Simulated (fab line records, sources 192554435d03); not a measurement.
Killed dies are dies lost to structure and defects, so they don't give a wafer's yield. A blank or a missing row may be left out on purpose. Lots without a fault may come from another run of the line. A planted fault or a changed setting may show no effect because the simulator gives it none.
Chamber matching | flow n5_finfet | N5_GATE_CUT_DESCUM_18 on rie_diel-03: 4 sister chambers
The step chemistry O2, time 7 s. 16 wafers are shown with their chamber, then 7 later ones without.

WAFERS WITH THEIR CHAMBER
wafer  | chamber | throttle_valve_pct (%) | showerhead_plenum_p_Torr (Torr) | drypump_motor_current_A (A)
L074.2 | 3       | 20.37                  | 2.16                            | 6.3
L074.5 | 3       | 20.38                  | 2.16                            | 6.3
L074.6 | 0       | 20.84                  | 2.18                            | 6.2
L081.2 | 1       | 20.41                  | 2.16                            | 5.8
L081.5 | 0       | 20.87                  | 2.17                            | 6.2
L081.6 | 3       | 20.39                  | 2.15                            | 6.3
L083.1 | 1       | 20.42                  | 2.15                            | 5.7
L083.3 | 0       | 20.88                  | 2.17                            | 6.2
L083.4 | 0       | 20.87                  | 2.17                            | 6.2
L085.1 | 3       | 20.43                  | 2.15                            | 6.3
L085.3 | 1       | 20.43                  | 2.15                            | 5.8
L085.6 | 1       | 20.43                  | 2.15                            | 5.7
L087.1 | 3       | 20.42                  | 2.15                            | 6.4
L087.4 | 0       | 20.90                  | 2.17                            | 6.2
L087.5 | 1       | 20.43                  | 2.15                            | 5.7
L090.2 | 2       | 20.34                  | 2.05                            | 5.7

SIGNATURES (means of the wafers above)
reading                  | chamber 0 | chamber 1 | chamber 2 | chamber 3 | scatter within a chamber
throttle_valve_pct       | 20.8720   | 20.4240   | 20.3400   | 20.3980   | 0.0202
showerhead_plenum_p_Torr | 2.1720    | 2.1520    | 2.0500    | 2.1540    | 0.00483
drypump_motor_current_A  | 6.200     | 5.740     | 5.700     | 6.320     | 0.0408
Rule: a wafer's distance from a chamber is the root of the sum, over the readings, of the square of ((its reading less the chamber's mean) divided by the reading's scatter). The wafer belongs to the nearest chamber; if the next one is less than 2 further off, it can't be placed. The scatter: the root of (the sum of the squares of (reading less its chamber's mean) over the shown wafers, divided by (wafers less chambers)).

WAFERS WITHOUT THEIR CHAMBER
wafer  | throttle_valve_pct (%) | showerhead_plenum_p_Torr (Torr) | drypump_motor_current_A (A)
L090.4 | 20.34                  | 2.05                            | 5.7
L090.6 | 20.45                  | 2.15                            | 5.8
L091.5 | 20.32                  | 2.05                            | 5.7
L091.6 | 20.47                  | 2.15                            | 5.7
L096.2 | 20.00                  | 2.15                            | 6.3
L096.4 | 20.36                  | 2.04                            | 5.7
L096.6 | 20.47                  | 2.14                            | 5.7

WHICH CHAMBER EACH WENT THROUGH
wafer  | from the rows above | in truth
L090.4 | 2                   | 2
L090.6 | 1                   | 1
L091.5 | 2                   | 2
L091.6 | 1                   | 1
L096.2 | 3                   | 3
L096.4 | 2                   | 2
L096.6 | 1                   | 1
Placed correctly: 7 of 7. Can't be placed from these rows: 0. Placed wrongly: 0.
